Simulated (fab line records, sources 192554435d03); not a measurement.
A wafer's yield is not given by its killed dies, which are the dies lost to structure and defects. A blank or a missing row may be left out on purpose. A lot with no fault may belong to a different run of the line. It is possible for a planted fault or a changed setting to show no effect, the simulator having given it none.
Split-lot trial :: flow n5Finfet :: 7 lots, 21 wafers read, on a route of 1938 steps

== THE SPLIT ITSELF ==
At N5_PASSIVATION_ETCH_15 (etches SiCN in CF4/N2, target depth 75 nm, time 81.2 s), the setting biasW was moved away from the recipe's 70 W on 6 of the 21 wafers read, by -8.3% to +17.9%. This setting was run at the recipe's value on the other wafers.

The reading comes from the split's own step.

== THE READING ==
rfVppV, in V, at N5_PASSIVATION_ETCH_15 (etches SiCN in CF4/N2, target depth 75 nm, time 81.2 s). A value of 382.5 V with a standard deviation of 1.6 V is what fault-free wafers of this fab line usually give.

wafer: L076.1
tool, chamber at the split: rieDiel-05, 3
biasW as run, W: 70
against the recipe: recipe
rfVppV, V: 384.7
against lot-mates on the recipe: -

wafer: L076.5
tool, chamber at the split: rieDiel-05, 2
biasW as run, W: 82.56
against the recipe: +17.9%
rfVppV, V: 425.6
against lot-mates on the recipe: +40.9

wafer: L076.6
tool, chamber at the split: rieDiel-05, 1
biasW as run, W: 82.56
against the recipe: +17.9%
rfVppV, V: 425.0
against lot-mates on the recipe: +40.3

wafer: L080.4
tool, chamber at the split: rieDiel-05, 2
biasW as run, W: 70
against the recipe: recipe
rfVppV, V: 383.5
against lot-mates on the recipe: -

wafer: L080.5
tool, chamber at the split: rieDiel-05, 3
biasW as run, W: 70
against the recipe: recipe
rfVppV, V: 384.6
against lot-mates on the recipe: -

wafer: L080.6
tool, chamber at the split: rieDiel-05, 2
biasW as run, W: 70
against the recipe: recipe
rfVppV, V: 382.8
against lot-mates on the recipe: -

wafer: L082.3
tool, chamber at the split: rieDiel-05, 3
biasW as run, W: 70
against the recipe: recipe
rfVppV, V: 384.5
against lot-mates on the recipe: -

wafer: L082.4
tool, chamber at the split: rieDiel-05, 0
biasW as run, W: 70
against the recipe: recipe
rfVppV, V: 382.8
against lot-mates on the recipe: -

wafer: L082.6
tool, chamber at the split: rieDiel-05, 0
biasW as run, W: 66.8
against the recipe: -4.6%
rfVppV, V: 371.2
against lot-mates on the recipe: -12.4

wafer: L083.3
tool, chamber at the split: rieDiel-03, 2
biasW as run, W: 70
against the recipe: recipe
rfVppV, V: 380.1
against lot-mates on the recipe: -

wafer: L083.4
tool, chamber at the split: rieDiel-03, 0
biasW as run, W: 70
against the recipe: recipe
rfVppV, V: 381.5
against lot-mates on the recipe: -

wafer: L083.5
tool, chamber at the split: rieDiel-03, 1
biasW as run, W: 70
against the recipe: recipe
rfVppV, V: 379.6
against lot-mates on the recipe: -

wafer: L084.1
tool, chamber at the split: rieDiel-05, 2
biasW as run, W: 70
against the recipe: recipe
rfVppV, V: 384.0
against lot-mates on the recipe: -

wafer: L084.3
tool, chamber at the split: rieDiel-05, 1
biasW as run, W: 70
against the recipe: recipe
rfVppV, V: 383.5
against lot-mates on the recipe: -

wafer: L084.6
tool, chamber at the split: rieDiel-05, 3
biasW as run, W: 74.14
against the recipe: +5.9%
rfVppV, V: 400.0
against lot-mates on the recipe: +16.2

wafer: L085.1
tool, chamber at the split: rieDiel-03, 2
biasW as run, W: 70
against the recipe: recipe
rfVppV, V: 382.0
against lot-mates on the recipe: -

wafer: L085.3
tool, chamber at the split: rieDiel-03, 3
biasW as run, W: 70
against the recipe: recipe
rfVppV, V: 380.3
against lot-mates on the recipe: -

wafer: L085.6
tool, chamber at the split: rieDiel-03, 3
biasW as run, W: 70
against the recipe: recipe
rfVppV, V: 380.7
against lot-mates on the recipe: -

wafer: L096.3
tool, chamber at the split: rieDiel-04, 3
biasW as run, W: 64.19
against the recipe: -8.3%
rfVppV, V: 360.3
against lot-mates on the recipe: -21.8

wafer: L096.5
tool, chamber at the split: rieDiel-04, 0
biasW as run, W: 64.19
against the recipe: -8.3%
rfVppV, V: 364.0
against lot-mates on the recipe: -18.1

wafer: L096.6
tool, chamber at the split: rieDiel-04, 3
biasW as run, W: 70
against the recipe: recipe
rfVppV, V: 382.1
against lot-mates on the recipe: -

THE FIT
A straight line over all 21 wafers: rfVppV changes by +2.42 V for each +1% of biasW; r = +0.99; the points scatter about the line by 1.8 V.
The same after taking each lot's own level away (the mean of its wafers on the recipe; 21 wafers): +2.32 V for each +1%; r = +1.00; scatter 1.2 V.
The reading moves by 42 V for the largest change in biasW, on that fit.
The span of the lots' own levels, 380.40 to 384.70 V, comes to 2.7 times the standard deviation stated above.
Consequently the slope shifts little with the lot-to-lot level, the two slopes agreeing.
Check: with one of the wafers moved furthest among these (+17.9%) left out of the fit, the line predicts +41.9 V for it against its lot-mates. It came out at +40.9 V against them.
Tool readings at the split's step, against how far the setting was moved: rfVppV r = +0.99.

== THESE WAFERS: OTHER SPLITS ==
Other splits were also applied to these wafers ahead of the reading. Each is held against what the fit with the lots' levels taken away leaves over:
other split on the same wafers: N5_MIM_BOT_SPUTTER_00 timeS
wafers away from the commonest value: 4
r with rfVppV (lot level and that fit taken away): -0.43

== FILE'S OWN FIT ==
rfVppV changes by +2.34 V for each +1% of biasW, r = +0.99.
